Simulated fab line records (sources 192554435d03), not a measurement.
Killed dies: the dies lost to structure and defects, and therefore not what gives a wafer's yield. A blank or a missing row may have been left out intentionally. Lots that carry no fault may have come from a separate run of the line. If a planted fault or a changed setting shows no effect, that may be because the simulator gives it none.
fab line records -- flow n5-finfet
[record] lots = 24, wafers = 72, last-day = 17
route steps=1938 shown BEOL_M7@1266 BEOL_M8@1334
lots that met no fault: taken from a fault-free run of the same line
start-h: the number of hours between the record's first day and the start of the first shown wafer of the lot -- wait-h: hours since the lot's step before -- " unchanged from the row above -- L1.1+2: a row that stands for several wafers -- - no value present, or no start provided -- * or withheld: withheld -- < > ~ a bound
route shown NAME@n: a module of which the file shows steps, and the number in the route of the first -- usual: average and standard deviation across the fault-free wafers -- same: alike in all rows -- chamber/n: place in a boat -- sites: per-site readings -- _std_site: the values' standard deviation -- _edge_site: the outer-site mean with the inner-site mean subtracted -- radius-mm: for every site, how far away it sits from the centre of the wafer -- mask NAME#n: copy n -- behind: the last tool/chamber to shape the wafer -- hold: reason for holding the lot/hours on hold/outcome of the hold -- device: the n, p or np transistor that did not switch -- end of line: the route-end tests of the same wafers -- where a step has no rows: the recipe by itself -- killed: at the first sort, the dies lost to defects and structure; wafer yield is something else -- map: a wafer's dies, marking killed ones x, the rest . and places with no die _
set.NAME: the setting as run; set.NAME@STEP: as run at that earlier step -- model.NAME: the simulator's own value behind a step, which no gauge read
steps of the route over a sample of lots; a table a step, a row a wafer
services: from which hour (start-h, from the record's first day; less than 0 if before it) a tool's chamber was out of use, for how many hours, and why
[[steps]]
[step N5_BEOL_M7_PECVD_70]
[recipe] material = SiO2, target-thk-a = 200, temp-c = 400, precursor = TEOS/O2, pressure-torr = 5.5, rf-w = 450, teos-flow-sccm = 53.8, gas = O2, flow-sccm = 3000, time-s = 22.7
[usual] heater-power-w = 707/100, showerhead-plenum-p-Torr = 8.78/0.06, susceptor-temp-C = 400.00/0.2, throttle-valve-pct = 22.4/1.4
lot.wafer,tool,chamber,start-h,wait-h,heater-power-w,showerhead-plenum-p-Torr,susceptor-temp-C,throttle-valve-pct
L074.2,pecvd-01,1,187.51,0.0,591,8.77,399.92,22.0
L074.3,pecvd-01,2,187.51,0.0,680,8.79,400.02,21.4
L074.4,pecvd-01,1,187.51,0.0,567,8.81,399.84,22.2
L075.1,pecvd-01,2,207.53,0.0,696,8.76,399.94,21.4
L075.4,pecvd-01,2,207.53,0.0,711,8.75,399.88,21.3
L075.5,pecvd-01,0,207.53,0.0,715,8.82,400.39,23.8
L077.2,pecvd-02,1,207.80,0.0,691,8.75,399.97,23.6
L077.3,pecvd-02,1,207.80,0.0,712,8.76,399.96,24.2
L077.4,pecvd-02,0,207.80,0.0,945,8.64,399.57,24.5
L076.3,pecvd-04,0,208.03,0.1,740,8.85,400.10,22.1
L076.5,pecvd-04,1,208.03,0.1,784,8.83,399.79,20.3
L076.6,pecvd-04,0,208.03,0.1,752,8.87,400.42,22.0
L079.1,pecvd-02,0,212.86,0.0,789,8.65,399.68,24.4
L079.4,pecvd-02,0,212.86,0.0,771,8.63,400.06,24.6
L079.6,pecvd-02,2,212.86,0.0,586,8.83,399.66,20.7
L078.1,pecvd-01,1,213.09,0.0,685,8.81,400.32,21.9
L078.4,pecvd-01,1,213.09,0.0,678,8.81,400.09,22.2
L078.5,pecvd-01,2,213.09,0.0,589,8.78,400.08,21.4
L080.3,pecvd-01,2,225.19,0.0,631,8.75,400.12,21.6
L080.4,pecvd-01,2,225.19,0.0,642,8.79,400.33,21.3
L080.5,pecvd-01,0,225.19,0.0,670,8.81,400.21,24.0
L081.3,pecvd-02,0,234.30,0.0,936,8.65,400.11,24.8
L081.5,pecvd-02,1,234.30,0.0,652,8.78,399.93,23.7
L081.6,pecvd-02,0,234.30,0.0,959,8.66,399.98,24.6
L082.1,pecvd-01,2,238.67,0.0,689,8.79,399.91,21.5
L082.4,pecvd-01,0,238.67,0.0,710,8.83,399.60,23.7
L082.6,pecvd-01,1,238.67,0.0,649,8.80,399.70,21.9
L083.1,pecvd-04,1,244.16,0.0,693,8.79,400.18,20.6
L083.4,pecvd-04,2,244.16,0.0,661,8.81,400.12,21.3
L083.5,pecvd-04,1,244.16,0.0,687,8.79,399.97,20.4
L085.3,pecvd-02,0,257.75,0.0,884,8.63,399.93,24.7
L085.5,pecvd-02,0,257.75,0.0,902,8.64,399.97,24.9
L085.6,pecvd-02,1,257.75,0.0,711,8.76,399.94,24.0
L086.1,pecvd-04,0,268.82,0.0,803,8.89,400.07,22.0
L086.5,pecvd-04,0,268.82,0.0,805,8.86,400.08,22.0
L086.6,pecvd-04,1,268.82,0.0,820,8.79,399.90,20.3
L084.1,pecvd-04,1,269.30,0.0,783,8.79,400.41,20.6
L084.2,pecvd-04,0,269.30,0.0,790,8.87,400.15,21.9
L084.6,pecvd-04,2,269.30,0.0,639,8.81,400.04,21.3
L088.2,pecvd-01,0,272.96,0.0,786,8.84,400.23,23.9
L088.5,pecvd-01,1,272.96,0.0,594,8.79,399.73,22.2
L088.6,pecvd-01,0,272.96,0.0,789,8.83,400.01,23.9
L087.1,pecvd-02,2,281.63,0.0,575,8.82,399.97,21.0
L087.2,pecvd-02,1,281.63,0.0,667,8.74,400.03,24.0
L087.3,pecvd-02,0,281.63,0.0,964,8.67,400.06,24.5
L089.1,pecvd-02,0,282.26,0.0,908,8.66,399.85,24.6
L089.4,pecvd-02,1,282.26,0.0,634,8.75,400.27,23.7
L089.6,pecvd-02,0,282.26,0.0,906,8.65,399.61,24.8
L090.2,pecvd-04,0,286.55,0.0,806,8.87,400.07,22.1
L090.3,pecvd-04,2,286.55,0.0,595,8.81,400.18,21.4
L090.6,pecvd-04,0,286.55,0.0,805,8.87,399.91,21.8
L091.1,pecvd-01,0,288.66,0.0,665,8.84,400.29,23.7
L091.2,pecvd-01,2,288.66,0.0,689,8.76,400.18,21.7
L091.3,pecvd-01,1,288.66,0.0,586,8.79,399.94,21.9
L093.1,pecvd-02,1,297.95,0.0,604,8.76,399.95,23.8
L093.5,pecvd-02,2,297.95,0.0,594,8.83,400.09,20.6
L093.6,pecvd-02,0,297.95,0.0,847,8.65,400.08,24.9
L092.2,pecvd-01,0,304.45,0.0,717,8.82,399.57,23.6
L092.4,pecvd-01,2,304.45,0.0,721,8.78,399.76,21.8
L092.5,pecvd-01,0,304.45,0.0,724,8.82,399.76,23.8
L094.1,pecvd-04,1,320.58,0.0,711,8.75,400.05,20.5
L094.3,pecvd-04,0,320.58,0.0,749,8.85,400.21,22.4
L094.4,pecvd-04,1,320.58,0.0,718,8.81,399.95,20.4
L095.2,pecvd-01,1,323.67,0.0,646,8.82,399.91,22.0
L095.4,pecvd-01,0,323.67,0.0,710,8.84,400.37,23.7
L095.5,pecvd-01,0,323.67,0.0,702,8.85,400.02,23.5
L096.1,pecvd-02,0,328.51,0.0,957,8.65,399.91,24.5
L096.3,pecvd-02,2,328.51,0.0,528,8.85,399.39,20.8
L096.6,pecvd-02,0,328.51,0.0,957,8.63,399.96,24.8
L097.3,pecvd-01,0,338.38,0.0,761,8.82,399.93,23.8
L097.4,pecvd-01,1,338.38,0.0,618,8.80,400.05,22.2
L097.6,pecvd-01,0,338.38,0.0,754,8.81,399.74,23.6
[step N5_BEOL_M7_CD_MEAS_11]
[recipe] target-cd-nm = 38.5, landing-energy-ev = 500, detector = se-inlens, polarity = opening
[usual] cd-nm = 38.5/0.39
[same] landing-energy-ev = 500
lot.wafer,tool,chamber,start-h,wait-h,cd-nm
L074.2,cd-sem-03,0,189.09,-,39.0
L074.3,cd-sem-03,0,189.09,-,38.4
L074.4,cd-sem-03,0,189.09,-,38.2
L075.1,cd-sem-01,0,209.07,-,38.1
L075.4,cd-sem-01,0,209.07,-,38.2
L075.5,cd-sem-01,0,209.07,-,38.4
L077.2,cd-sem-02,0,209.68,-,38.4
L077.3,cd-sem-02,0,209.68,-,38.4
L077.4,cd-sem-02,0,209.68,-,37.8
L076.3,cd-sem-03,0,209.92,-,38.0
L076.5,cd-sem-03,0,209.92,-,38.2
L076.6,cd-sem-03,0,209.92,-,38.6
L079.1,cd-sem-01,0,214.42,-,38.1
L079.4,cd-sem-01,0,214.42,-,38.5
L079.6,cd-sem-01,0,214.42,-,38.5
L078.1,cd-sem-01,0,214.58,-,38.3
L078.4,cd-sem-01,0,214.58,-,39.1
L078.5,cd-sem-01,0,214.58,-,37.8
L080.3,cd-sem-02,0,228.50,-,38.2
L080.4,cd-sem-02,0,228.50,-,38.4
L080.5,cd-sem-02,0,228.50,-,38.4
L081.3,cd-sem-02,0,235.97,-,38.5
L081.5,cd-sem-02,0,235.97,-,39.2
L081.6,cd-sem-02,0,235.97,-,38.7
L082.1,cd-sem-03,0,239.67,-,38.3
L082.4,cd-sem-03,0,239.67,-,38.8
L082.6,cd-sem-03,0,239.67,-,38.4
L083.1,cd-sem-01,0,245.97,-,38.4
L083.4,cd-sem-01,0,245.97,-,38.6
L083.5,cd-sem-01,0,245.97,-,38.8
L085.3,cd-sem-02,0,260.73,-,39.0
L085.5,cd-sem-02,0,260.73,-,38.8
L085.6,cd-sem-02,0,260.73,-,38.2
L086.1,cd-sem-01,0,269.41,-,38.6
L086.5,cd-sem-01,0,269.41,-,38.5
L086.6,cd-sem-01,0,269.41,-,38.2
L084.1,cd-sem-02,0,271.47,-,37.4
L084.2,cd-sem-02,0,271.47,-,37.7
L084.6,cd-sem-02,0,271.47,-,38.3
L088.2,cd-sem-03,0,275.31,-,38.8
L088.5,cd-sem-03,0,275.31,-,38.5
L088.6,cd-sem-03,0,275.31,-,38.5
L087.1,cd-sem-03,0,283.17,-,38.1
L087.2,cd-sem-03,0,283.17,-,38.6
L087.3,cd-sem-03,0,283.17,-,38.2
L089.1,cd-sem-02,0,283.34,-,38.2
L089.4,cd-sem-02,0,283.34,-,38.7
L089.6,cd-sem-02,0,283.34,-,38.8
L090.2,cd-sem-01,0,289.44,-,38.2
L090.3,cd-sem-01,0,289.44,-,38.0
L090.6,cd-sem-01,0,289.44,-,37.7
L091.1,cd-sem-03,0,289.48,-,39.7
L091.2,cd-sem-03,0,289.48,-,39.5
L091.3,cd-sem-03,0,289.48,-,39.0
L093.1,cd-sem-01,0,300.30,-,38.4
L093.5,cd-sem-01,0,300.30,-,38.8
L093.6,cd-sem-01,0,300.30,-,38.7
L092.2,cd-sem-03,0,307.30,-,38.6
L092.4,cd-sem-03,0,307.30,-,38.4
L092.5,cd-sem-03,0,307.30,-,38.8
L094.1,cd-sem-01,0,321.29,-,38.3
L094.3,cd-sem-01,0,321.29,-,37.9
L094.4,cd-sem-01,0,321.29,-,38.2
L095.2,cd-sem-02,0,326.75,-,38.3
L095.4,cd-sem-02,0,326.75,-,38.5
L095.5,cd-sem-02,0,326.75,-,38.4
L096.1,cd-sem-03,0,330.77,-,38.6
L096.3,cd-sem-03,0,330.77,-,38.7
L096.6,cd-sem-03,0,330.77,-,38.8
L097.3,cd-sem-01,0,340.01,-,38.3
L097.4,cd-sem-01,0,340.01,-,38.7
L097.6,cd-sem-01,0,340.01,-,39.0
[step N5_BEOL_M8_THK_MEAS_01]
[recipe] reads = SiCOH_lowk_of_BEOL_M8_ILD_DEP_00
[usual] M8_ILD_THK = 155.3/2
lot.wafer,tool,chamber,start-h,wait-h,M8_ILD_THK[nm]
L074.2,film-metro-02,-,195.16,0.4,150.9
L074.3,film-metro-02,-,195.16,0.4,152.9
L074.4,film-metro-02,-,195.16,0.4,154.3
L075.1,film-metro-01,-,215.59,0.4,155.1
L075.4,film-metro-01,-,215.59,0.4,157.3
L075.5,film-metro-01,-,215.59,0.4,155.8
L076.3,film-metro-01,-,216.73,0.3,154.4
L076.5,film-metro-01,-,216.73,0.3,155.9
L076.6,film-metro-01,-,216.73,0.3,156.7
L077.2,film-metro-02,-,217.00,0.4,153.3
L077.3,film-metro-02,-,217.00,0.4,153.6
L077.4,film-metro-02,-,217.00,0.4,155.8
L079.1,film-metro-02,-,220.54,0.4,152.0
L079.4,film-metro-02,-,220.54,0.4,155.7
L079.6,film-metro-02,-,220.54,0.4,157.2
L078.1,film-metro-02,-,220.93,0.4,156.0
L078.4,film-metro-02,-,220.93,0.4,156.6
L078.5,film-metro-02,-,220.93,0.4,158.1
L080.3,film-metro-02,-,233.83,0.3,155.4
L080.4,film-metro-02,-,233.83,0.3,155.5
L080.5,film-metro-02,-,233.83,0.3,155.6
L081.3,film-metro-01,-,243.67,0.3,153.9
L081.5,film-metro-01,-,243.67,0.3,154.9
L081.6,film-metro-01,-,243.67,0.3,155.0
L082.1,film-metro-01,-,246.14,0.4,155.8
L082.4,film-metro-01,-,246.14,0.4,157.9
L082.6,film-metro-01,-,246.14,0.4,156.4
L083.1,film-metro-01,-,253.79,0.4,155.3
L083.4,film-metro-01,-,253.79,0.4,157.0
L083.5,film-metro-01,-,253.79,0.4,156.5
L085.3,film-metro-01,-,267.73,0.3,154.4
L085.5,film-metro-01,-,267.73,0.3,157.7
L085.6,film-metro-01,-,267.73,0.3,156.1
L086.1,film-metro-01,-,276.04,0.4,158.0
L086.5,film-metro-01,-,276.04,0.4,161.1
L086.6,film-metro-01,-,276.04,0.4,159.1
L084.1,film-metro-02,-,278.96,0.4,154.6
L084.2,film-metro-02,-,278.96,0.4,153.8
L084.6,film-metro-02,-,278.96,0.4,157.1
L088.2,film-metro-01,-,282.55,0.7,154.3
L088.5,film-metro-01,-,282.55,0.7,154.3
L088.6,film-metro-01,-,282.55,0.7,155.9
L087.1,film-metro-02,-,287.74,0.4,152.0
L087.2,film-metro-02,-,287.74,0.4,154.1
L087.3,film-metro-02,-,287.74,0.4,152.5
L089.1,film-metro-02,-,289.83,0.4,155.1
L089.4,film-metro-02,-,289.83,0.4,158.1
L089.6,film-metro-02,-,289.83,0.4,155.6
L090.2,film-metro-01,-,296.69,0.4,155.4
L090.3,film-metro-01,-,296.69,0.4,155.3
L090.6,film-metro-01,-,296.69,0.4,155.9
L091.1,film-metro-01,-,296.98,0.4,153.3
L091.2,film-metro-01,-,296.98,0.4,153.0
L091.3,film-metro-01,-,296.98,0.4,154.7
L093.1,film-metro-01,-,305.77,0.4,153.7
L093.5,film-metro-01,-,305.77,0.4,156.9
L093.6,film-metro-01,-,305.77,0.4,158.2
L092.2,film-metro-01,-,314.62,0.4,155.2
L092.4,film-metro-01,-,314.62,0.4,157.4
L092.5,film-metro-01,-,314.62,0.4,156.0
L094.1,film-metro-01,-,329.30,0.4,154.6
L094.3,film-metro-01,-,329.30,0.4,156.9
L094.4,film-metro-01,-,329.30,0.4,157.2
L095.2,film-metro-01,-,334.89,0.4,152.9
L095.4,film-metro-01,-,334.89,0.4,156.1
L095.5,film-metro-01,-,334.89,0.4,154.6
L096.1,film-metro-01,-,338.57,0.4,152.1
L096.3,film-metro-01,-,338.57,0.4,149.3
L096.6,film-metro-01,-,338.57,0.4,154.3
L097.3,film-metro-01,-,346.60,0.3,158.8
L097.4,film-metro-01,-,346.60,0.3,156.8
L097.6,film-metro-01,-,346.60,0.3,157.1
[step N5_BEOL_M8_HM_OPEN_17]
[recipe] chemistry = Cl2/BCl3, target-depth-a = 200, overetch-a = 60, target = TiN, mask-material = SOC, ion-energy-ev = 150, pressure-mtorr = 10, icp-w = 1000, bias-w = 126, Cl2_flow_sccm = 53.25, bcl3-flow-sccm = 21.75, Ar_flow_sccm = 25
[usual] drypump-motor-current-A = 5.9/0.42, oes-product-au = 0.62/0.071, throttle-valve-pct = 22.35/0.18
lot.wafer,tool,chamber,start-h,wait-h,drypump-motor-current-A,oes-product-au,rf-hours-counter-h,throttle-valve-pct
L074.2,rie-metal-02,1,197.57,0.0,6.3,0.57,93,22.70
L074.3,rie-metal-02,1,197.57,0.0,6.3,0.57,-,22.70
L074.4,rie-metal-02,0,197.57,0.0,6.0,0.57,-,22.30
L075.1,rie-metal-02,0,218.09,0.0,6.0,0.56,91,22.31
L075.4,rie-metal-02,1,218.09,0.0,6.3,0.56,-,22.71
L075.5,rie-metal-02,1,218.09,0.0,6.3,0.56,-,22.70
L076.3,rie-metal-03,0,218.60,0.1,6.1,0.67,-,22.49
L076.5,rie-metal-03,0,218.60,0.1,6.1,0.67,-,22.49
L076.6,rie-metal-03,1,218.60,0.1,6.0,0.77,-,22.27
L077.2,rie-metal-01,1,218.65,0.0,5.9,0.59,79,22.21
L077.3,rie-metal-01,1,218.65,0.0,5.9,0.59,-,22.22
L077.4,rie-metal-01,0,218.65,0.0,5.0,0.61,-,22.16
L079.1,rie-metal-03,0,222.08,0.0,6.1,0.66,50,22.51
L079.4,rie-metal-03,0,222.08,0.0,6.1,0.66,-,22.50
L079.6,rie-metal-03,0,222.08,0.0,6.1,0.66,-,22.48
L078.1,rie-metal-03,0,222.43,0.0,6.1,0.67,50,22.48
L078.4,rie-metal-03,1,222.43,0.0,6.0,0.76,-,22.29
L078.5,rie-metal-03,1,222.43,0.0,6.0,0.78,-,22.30
L080.3,rie-metal-01,1,236.12,0.1,5.9,0.59,-,22.20
L080.4,rie-metal-01,0,236.12,0.1,5.0,0.61,-,22.15
L080.5,rie-metal-01,0,236.12,0.1,5.0,0.61,-,22.15
L081.3,rie-metal-03,1,246.20,0.1,6.1,0.75,-,22.28
L081.5,rie-metal-03,0,246.20,0.1,6.1,0.66,-,22.50
L081.6,rie-metal-03,1,246.20,0.1,6.1,0.76,-,22.27
L082.1,rie-metal-02,0,247.28,0.0,6.0,0.56,94,22.31
L082.4,rie-metal-02,1,247.28,0.0,6.3,0.55,-,22.71
L082.6,rie-metal-02,1,247.28,0.0,6.3,0.56,-,22.71
L083.1,rie-metal-03,1,255.97,0.0,6.1,0.75,8,22.28
L083.4,rie-metal-03,1,255.97,0.0,6.1,0.75,-,22.30
L083.5,rie-metal-03,0,255.97,0.0,6.1,0.66,-,22.50
L085.3,rie-metal-03,1,269.08,0.1,6.0,0.74,-,22.30
L085.5,rie-metal-03,1,269.08,0.1,6.0,0.74,-,22.29
L085.6,rie-metal-03,1,269.08,0.1,6.0,0.75,-,22.30
L086.1,rie-metal-01,1,277.69,0.0,5.9,0.59,85,22.21
L086.5,rie-metal-01,1,277.69,0.0,5.9,0.58,-,22.22
L086.6,rie-metal-01,0,277.69,0.0,5.0,0.60,-,22.17
L084.1,rie-metal-01,1,280.06,0.0,5.9,0.58,86,22.21
L084.2,rie-metal-01,0,280.06,0.0,5.0,0.61,64,22.17
L084.6,rie-metal-01,0,280.06,0.0,5.0,0.61,-,22.16
L088.2,rie-metal-01,0,283.92,0.0,5.0,0.61,65,22.17
L088.5,rie-metal-01,0,283.92,0.0,5.1,0.61,-,22.17
L088.6,rie-metal-01,1,283.92,0.0,5.9,0.59,-,22.22
L087.1,rie-metal-03,0,289.26,0.0,6.1,0.64,56,22.51
L087.2,rie-metal-03,1,289.26,0.0,6.0,0.72,13,22.31
L087.3,rie-metal-03,0,289.26,0.0,6.1,0.65,-,22.51
L089.1,rie-metal-01,0,292.92,0.0,5.0,0.60,65,22.17
L089.4,rie-metal-01,1,292.92,0.0,5.9,0.58,-,22.22
L089.6,rie-metal-01,0,292.92,0.0,5.0,0.60,-,22.18
L090.2,rie-metal-01,1,297.94,0.0,5.9,0.57,88,22.22
L090.3,rie-metal-01,1,297.94,0.0,5.9,0.59,-,22.22
L090.6,rie-metal-01,1,297.94,0.0,5.9,0.58,-,22.22
L091.1,rie-metal-03,1,298.11,0.0,6.0,0.72,13,22.33
L091.2,rie-metal-03,0,298.11,0.0,6.1,0.65,57,22.53
L091.3,rie-metal-03,0,298.11,0.0,6.1,0.65,-,22.52
L093.1,rie-metal-02,0,307.94,0.0,6.0,0.55,99,22.30
L093.5,rie-metal-02,0,307.94,0.0,6.0,0.54,-,22.32
L093.6,rie-metal-02,1,307.94,0.0,6.3,0.56,-,22.71
L092.2,rie-metal-02,1,318.30,0.0,6.2,0.55,103,22.71
L092.4,rie-metal-02,0,318.30,0.0,6.0,0.54,-,22.32
L092.5,rie-metal-02,1,318.30,0.0,6.3,0.55,-,22.72
L094.1,rie-metal-02,0,331.39,0.0,6.0,0.54,101,22.32
L094.3,rie-metal-02,0,331.39,0.0,6.0,0.54,-,22.31
L094.4,rie-metal-02,1,331.39,0.0,6.3,0.55,-,22.73
L095.2,rie-metal-01,0,337.48,0.0,5.0,0.60,69,22.19
L095.4,rie-metal-01,0,337.48,0.0,5.0,0.59,-,22.17
L095.5,rie-metal-01,1,337.48,0.0,5.9,0.58,-,22.21
L096.1,rie-metal-02,0,340.53,0.0,6.0,0.54,102,22.32
L096.3,rie-metal-02,1,340.53,0.0,6.3,0.54,-,22.74
L096.6,rie-metal-02,1,340.53,0.0,6.3,0.54,-,22.72
L097.3,rie-metal-01,0,347.93,0.1,5.0,0.60,-,22.18
L097.4,rie-metal-01,1,347.93,0.1,5.9,0.57,-,22.23
L097.6,rie-metal-01,1,347.93,0.1,5.9,0.57,-,22.22
[step N5_BEOL_M8_CD_MEAS_18]
[recipe] pitch-nm = 80, target-cd-nm = 40
[usual] cd-nm = 39.8/0.48
lot.wafer,tool,chamber,start-h,wait-h,cd-nm
L074.2,cd-sem-01,-,197.81,0.1,40.1
L074.3,cd-sem-01,-,197.81,0.1,40.3
L074.4,cd-sem-01,-,197.81,0.1,39.5
L075.1,cd-sem-03,-,218.28,0.0,39.7
L075.4,cd-sem-03,-,218.28,0.0,40.7
L075.5,cd-sem-03,-,218.28,0.0,40.2
L076.3,cd-sem-03,-,218.81,0.1,39.2
L076.5,cd-sem-03,-,218.81,0.1,39.7
L076.6,cd-sem-03,-,218.81,0.1,39.1
L077.2,cd-sem-01,-,218.85,0.1,39.5
L077.3,cd-sem-01,-,218.85,0.1,39.9
L077.4,cd-sem-01,-,218.85,0.1,39.2
L079.1,cd-sem-01,-,222.26,0.0,39.2
L079.4,cd-sem-01,-,222.26,0.0,39.5
L079.6,cd-sem-01,-,222.26,0.0,39.6
L078.1,cd-sem-02,-,222.61,0.0,39.0
L078.4,cd-sem-02,-,222.61,0.0,39.1
L078.5,cd-sem-02,-,222.61,0.0,39.1
L080.3,cd-sem-03,-,236.39,0.1,39.8
L080.4,cd-sem-03,-,236.39,0.1,40.3
L080.5,cd-sem-03,-,236.39,0.1,39.6
L081.3,cd-sem-02,-,246.46,0.1,39.6
L081.5,cd-sem-02,-,246.46,0.1,39.1
L081.6,cd-sem-02,-,246.46,0.1,39.3
L082.1,cd-sem-01,-,247.49,0.0,39.4
L082.4,cd-sem-01,-,247.49,0.0,40.1
L082.6,cd-sem-01,-,247.49,0.0,40.4
L083.1,cd-sem-03,-,256.25,0.0,40.4
L083.4,cd-sem-03,-,256.25,0.0,39.9
L083.5,cd-sem-03,-,256.25,0.0,40.2
L085.3,cd-sem-02,-,269.30,0.1,39.2
L085.5,cd-sem-02,-,269.30,0.1,39.4
L085.6,cd-sem-02,-,269.30,0.1,39.2
L086.1,cd-sem-01,-,277.87,0.0,39.6
L086.5,cd-sem-01,-,277.87,0.0,39.0
L086.6,cd-sem-01,-,277.87,0.0,38.4
L084.1,cd-sem-02,-,280.24,0.0,40.2
L084.2,cd-sem-02,-,280.24,0.0,39.4
L084.6,cd-sem-02,-,280.24,0.0,39.7
L088.2,cd-sem-03,-,284.34,0.1,39.9
L088.5,cd-sem-03,-,284.34,0.1,40.2
L088.6,cd-sem-03,-,284.34,0.1,40.1
L087.1,cd-sem-02,-,289.44,0.0,40.2
L087.2,cd-sem-02,-,289.44,0.0,40.2
L087.3,cd-sem-02,-,289.44,0.0,39.9
L089.1,cd-sem-03,-,293.10,0.0,40.4
L089.4,cd-sem-03,-,293.10,0.0,39.7
L089.6,cd-sem-03,-,293.10,0.0,40.0
L090.2,cd-sem-02,-,298.13,0.1,39.4
L090.3,cd-sem-02,-,298.13,0.1,38.9
L090.6,cd-sem-02,-,298.13,0.1,39.8
L091.1,cd-sem-02,-,298.29,0.0,40.1
L091.2,cd-sem-02,-,298.29,0.0,40.2
L091.3,cd-sem-02,-,298.29,0.0,40.3
L093.1,cd-sem-03,-,308.12,0.0,40.0
L093.5,cd-sem-03,-,308.12,0.0,39.7
L093.6,cd-sem-03,-,308.12,0.0,40.6
L092.2,cd-sem-03,-,318.49,0.1,39.1
L092.4,cd-sem-03,-,318.49,0.1,39.0
L092.5,cd-sem-03,-,318.49,0.1,39.6
L094.1,cd-sem-02,-,331.58,0.1,39.5
L094.3,cd-sem-02,-,331.58,0.1,40.1
L094.4,cd-sem-02,-,331.58,0.1,40.1
L095.2,cd-sem-02,-,337.67,0.1,40.8
L095.4,cd-sem-02,-,337.67,0.1,39.7
L095.5,cd-sem-02,-,337.67,0.1,40.6
L096.1,cd-sem-02,-,340.71,0.0,39.8
L096.3,cd-sem-02,-,340.71,0.0,39.8
L096.6,cd-sem-02,-,340.71,0.0,39.4
L097.3,cd-sem-01,-,348.16,0.1,39.7
L097.4,cd-sem-01,-,348.16,0.1,40.8
L097.6,cd-sem-01,-,348.16,0.1,39.7
[step N5_BEOL_M8_INSPECT_58]
[recipe] inspect-instrument = darkfield, mode = post-dep
[usual] raw-defect-count = 68/22
lot.wafer,tool,chamber,start-h,wait-h,raw-defect-count
L074.2,defect-inspect-02,-,206.95,0.0,67
L074.3,defect-inspect-02,-,206.95,0.0,64
L074.4,defect-inspect-02,-,206.95,0.0,62
L075.1,defect-inspect-01,-,222.45,0.0,56
L075.4,defect-inspect-01,-,222.45,0.0,54
L075.5,defect-inspect-01,-,222.45,0.0,74
L077.2,defect-inspect-01,-,224.89,0.0,82
L077.3,defect-inspect-01,-,224.89,0.0,85
L077.4,defect-inspect-01,-,224.89,0.0,57
L076.3,defect-inspect-02,-,225.28,0.0,77
L076.5,defect-inspect-02,-,225.28,0.0,43
L076.6,defect-inspect-02,-,225.28,0.0,124
L079.1,defect-inspect-01,-,226.00,0.0,66
L079.4,defect-inspect-01,-,226.00,0.0,81
L079.6,defect-inspect-01,-,226.00,0.0,62
L078.1,defect-inspect-01,-,229.56,0.0,47
L078.4,defect-inspect-01,-,229.56,0.0,55
L078.5,defect-inspect-01,-,229.56,0.0,88
L080.3,defect-inspect-01,-,243.27,0.0,62
L080.4,defect-inspect-01,-,243.27,0.0,60
L080.5,defect-inspect-01,-,243.27,0.0,59
L082.1,defect-inspect-01,-,252.91,0.3,123
L082.4,defect-inspect-01,-,252.91,0.3,63
L082.6,defect-inspect-01,-,252.91,0.3,114
L081.3,defect-inspect-01,-,253.72,0.0,77
L081.5,defect-inspect-01,-,253.72,0.0,66
L081.6,defect-inspect-01,-,253.72,0.0,75
L083.1,defect-inspect-01,-,261.52,0.0,90
L083.4,defect-inspect-01,-,261.52,0.0,79
L083.5,defect-inspect-01,-,261.52,0.0,88
L085.3,defect-inspect-02,-,275.00,0.0,82
L085.5,defect-inspect-02,-,275.00,0.0,47
L085.6,defect-inspect-02,-,275.00,0.0,52
L086.1,defect-inspect-02,-,282.72,0.0,85
L086.5,defect-inspect-02,-,282.72,0.0,76
L086.6,defect-inspect-02,-,282.72,0.0,122
L084.1,defect-inspect-02,-,285.79,0.0,67
L084.2,defect-inspect-02,-,285.79,0.0,61
L084.6,defect-inspect-02,-,285.79,0.0,75
L088.2,defect-inspect-01,-,289.07,0.0,37
L088.5,defect-inspect-01,-,289.07,0.0,30
L088.6,defect-inspect-01,-,289.07,0.0,68
L087.1,defect-inspect-01,-,296.10,0.0,88
L087.2,defect-inspect-01,-,296.10,0.0,49
L087.3,defect-inspect-01,-,296.10,0.0,59
L089.1,defect-inspect-02,-,297.18,0.0,79
L089.4,defect-inspect-02,-,297.18,0.0,71
L089.6,defect-inspect-02,-,297.18,0.0,24
L091.1,defect-inspect-01,-,302.78,0.0,59
L091.2,defect-inspect-01,-,302.78,0.0,76
L091.3,defect-inspect-01,-,302.78,0.0,51
L090.2,defect-inspect-01,-,303.56,0.0,43
L090.3,defect-inspect-01,-,303.56,0.0,64
L090.6,defect-inspect-01,-,303.56,0.0,41
L093.1,defect-inspect-01,-,313.53,0.0,61
L093.5,defect-inspect-01,-,313.53,0.0,68
L093.6,defect-inspect-01,-,313.53,0.0,97
L092.2,defect-inspect-02,-,323.20,0.0,22
L092.4,defect-inspect-02,-,323.20,0.0,74
L092.5,defect-inspect-02,-,323.20,0.0,83
L094.1,defect-inspect-02,-,339.02,0.0,40
L094.3,defect-inspect-02,-,339.02,0.0,36
L094.4,defect-inspect-02,-,339.02,0.0,53
L095.2,defect-inspect-02,-,341.56,0.0,56
L095.4,defect-inspect-02,-,341.56,0.0,61
L095.5,defect-inspect-02,-,341.56,0.0,35
L096.1,defect-inspect-01,-,345.03,0.0,73
L096.3,defect-inspect-01,-,345.03,0.0,150
L096.6,defect-inspect-01,-,345.03,0.0,81
L097.3,defect-inspect-02,-,352.93,0.0,49
L097.4,defect-inspect-02,-,352.93,0.0,67
L097.6,defect-inspect-02,-,352.93,0.0,96
[[services]]
tool,chamber,start-h,hours,kind
pecvd-02,-,189.03,6.0,pm
pecvd-04,2,202.38,-,clean
pecvd-04,2,202.38,-,consumable-replace:showerhead
pecvd-04,2,202.38,29.0,scheduled-down
pecvd-04,2,202.38,29.0,vent-cycle
rie-metal-01,-,224.32,1.4,pm
pecvd-01,2,240.38,2.1,scheduled-down
rie-metal-03,0,265.79,4.4,repair
pecvd-02,2,273.24,6.8,repair
pecvd-01,1,289.93,18.0,repair
pecvd-01,0,293.05,6.1,repair
rie-metal-03,-,313.19,2.8,pm
pecvd-01,2,315.64,3.9,repair
pecvd-01,-,318.23,0.4,repair
pecvd-01,2,320.63,5.5,scheduled-down
rie-metal-01,-,321.67,1.0,repair
[[key]]
fault none
